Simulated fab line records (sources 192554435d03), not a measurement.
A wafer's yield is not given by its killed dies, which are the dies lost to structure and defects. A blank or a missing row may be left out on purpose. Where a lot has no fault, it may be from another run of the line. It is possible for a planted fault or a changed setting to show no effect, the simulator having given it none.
Matching of chambers :: flow n5_finfet :: rie_diel-05 running N5_FIN_CUT_ETCH_30: 4 sister chambers
The step etches underlayer in N2/H2, target depth 13 nm, time 10.4 s. 22 wafers are shown with their chamber, then 11 later ones without.

WAFERS WITH THEIR CHAMBER
wafer: L074.1
chamber: 2
showerhead_plenum_p_Torr (Torr): 2.39
drypump_motor_current_A (A): 5.0
rf_vpp_V (V): 519

wafer: L074.3
chamber: 3
showerhead_plenum_p_Torr (Torr): 2.48
drypump_motor_current_A (A): 6.1
rf_vpp_V (V): 523

wafer: L074.5
chamber: 2
showerhead_plenum_p_Torr (Torr): 2.39
drypump_motor_current_A (A): 5.0
rf_vpp_V (V): 520

wafer: L075.2
chamber: 1
showerhead_plenum_p_Torr (Torr): 2.71
drypump_motor_current_A (A): 5.6
rf_vpp_V (V): 529

wafer: L075.4
chamber: 3
showerhead_plenum_p_Torr (Torr): 2.48
drypump_motor_current_A (A): 6.1
rf_vpp_V (V): 523

wafer: L075.6
chamber: 2
showerhead_plenum_p_Torr (Torr): 2.39
drypump_motor_current_A (A): 5.0
rf_vpp_V (V): 520

wafer: L076.1
chamber: 1
showerhead_plenum_p_Torr (Torr): 2.71
drypump_motor_current_A (A): 5.6
rf_vpp_V (V): 528

wafer: L076.4
chamber: 3
showerhead_plenum_p_Torr (Torr): 2.48
drypump_motor_current_A (A): 6.2
rf_vpp_V (V): 523

wafer: L076.6
chamber: 0
showerhead_plenum_p_Torr (Torr): 2.71
drypump_motor_current_A (A): 5.8
rf_vpp_V (V): 529

wafer: L077.1
chamber: 0
showerhead_plenum_p_Torr (Torr): 2.71
drypump_motor_current_A (A): 5.8
rf_vpp_V (V): 529

wafer: L077.4
chamber: 2
showerhead_plenum_p_Torr (Torr): 2.39
drypump_motor_current_A (A): 5.0
rf_vpp_V (V): 520

wafer: L077.6
chamber: 3
showerhead_plenum_p_Torr (Torr): 2.48
drypump_motor_current_A (A): 6.1
rf_vpp_V (V): 523

wafer: L081.1
chamber: 1
showerhead_plenum_p_Torr (Torr): 2.70
drypump_motor_current_A (A): 5.6
rf_vpp_V (V): 528

wafer: L081.2
chamber: 2
showerhead_plenum_p_Torr (Torr): 2.39
drypump_motor_current_A (A): 5.0
rf_vpp_V (V): 519

wafer: L081.6
chamber: 0
showerhead_plenum_p_Torr (Torr): 2.71
drypump_motor_current_A (A): 5.8
rf_vpp_V (V): 528

wafer: L082.1
chamber: 1
showerhead_plenum_p_Torr (Torr): 2.70
drypump_motor_current_A (A): 5.6
rf_vpp_V (V): 529

wafer: L082.4
chamber: 3
showerhead_plenum_p_Torr (Torr): 2.48
drypump_motor_current_A (A): 6.1
rf_vpp_V (V): 522

wafer: L082.5
chamber: 1
showerhead_plenum_p_Torr (Torr): 2.70
drypump_motor_current_A (A): 5.6
rf_vpp_V (V): 528

wafer: L084.2
chamber: 2
showerhead_plenum_p_Torr (Torr): 2.39
drypump_motor_current_A (A): 5.0
rf_vpp_V (V): 521

wafer: L084.5
chamber: 1
showerhead_plenum_p_Torr (Torr): 2.70
drypump_motor_current_A (A): 5.5
rf_vpp_V (V): 529

wafer: L084.6
chamber: 0
showerhead_plenum_p_Torr (Torr): 2.71
drypump_motor_current_A (A): 5.8
rf_vpp_V (V): 526

wafer: L090.3
chamber: 1
showerhead_plenum_p_Torr (Torr): 2.69
drypump_motor_current_A (A): 5.6
rf_vpp_V (V): 528

SIGNATURES (averages over the wafers above)
reading: showerhead_plenum_p_Torr
chamber 0: 2.7100
chamber 1: 2.7014
chamber 2: 2.3900
chamber 3: 2.4800
scatter within a chamber: 0.00398

reading: drypump_motor_current_A
chamber 0: 5.800
chamber 1: 5.586
chamber 2: 5.000
chamber 3: 6.120
scatter within a chamber: 0.0303

reading: rf_vpp_V
chamber 0: 528.00
chamber 1: 528.43
chamber 2: 519.83
chamber 3: 522.80
scatter within a chamber: 0.794
Rule: distance of a wafer from a chamber = root of the sum over the readings of ((wafer's reading minus chamber's mean) / reading's scatter) squared. The wafer belongs to the nearest chamber; if the next one is less than 2 further off, it can't be placed. The scatter: the root of (the sum of the squares of (reading less its chamber's mean) over the shown wafers, divided by (wafers less chambers)).

WAFERS MISSING THEIR CHAMBER
wafer: L090.4
showerhead_plenum_p_Torr (Torr): 2.70
drypump_motor_current_A (A): 5.8
rf_vpp_V (V): 529

wafer: L090.6
showerhead_plenum_p_Torr (Torr): 2.69
drypump_motor_current_A (A): 5.6
rf_vpp_V (V): 528

wafer: L095.2
showerhead_plenum_p_Torr (Torr): 2.70
drypump_motor_current_A (A): 5.8
rf_vpp_V (V): 528

wafer: L095.5
showerhead_plenum_p_Torr (Torr): 2.69
drypump_motor_current_A (A): 5.6
rf_vpp_V (V): 528

wafer: L095.6
showerhead_plenum_p_Torr (Torr): 2.70
drypump_motor_current_A (A): 5.0
rf_vpp_V (V): 528

wafer: L096.1
showerhead_plenum_p_Torr (Torr): 2.69
drypump_motor_current_A (A): 5.6
rf_vpp_V (V): 526

wafer: L096.2
showerhead_plenum_p_Torr (Torr): 2.70
drypump_motor_current_A (A): 5.8
rf_vpp_V (V): 529

wafer: L096.5
showerhead_plenum_p_Torr (Torr): 2.69
drypump_motor_current_A (A): 5.6
rf_vpp_V (V): 529

wafer: L097.3
showerhead_plenum_p_Torr (Torr): 2.47
drypump_motor_current_A (A): 6.1
rf_vpp_V (V): 521

wafer: L097.4
showerhead_plenum_p_Torr (Torr): 2.70
drypump_motor_current_A (A): 5.0
rf_vpp_V (V): 526

wafer: L097.5
showerhead_plenum_p_Torr (Torr): 2.70
drypump_motor_current_A (A): 5.0
rf_vpp_V (V): 528

CHAMBER TAKEN BY EACH
wafer: L090.4
from the rows above: 0
in truth: 0

wafer: L090.6
from the rows above: 1
in truth: 1

wafer: L095.2
from the rows above: 0
in truth: 0

wafer: L095.5
from the rows above: 1
in truth: 1

wafer: L095.6
from the rows above: 1
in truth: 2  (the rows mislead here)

wafer: L096.1
from the rows above: 1
in truth: 1

wafer: L096.2
from the rows above: 0
in truth: 0

wafer: L096.5
from the rows above: 1
in truth: 1

wafer: L097.3
from the rows above: 3
in truth: 3

wafer: L097.4
from the rows above: 1
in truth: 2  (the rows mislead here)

wafer: L097.5
from the rows above: 1
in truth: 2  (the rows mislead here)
Placed correctly: 8 of 11. Left unplaced by these rows: 0. 3 placed wrongly.
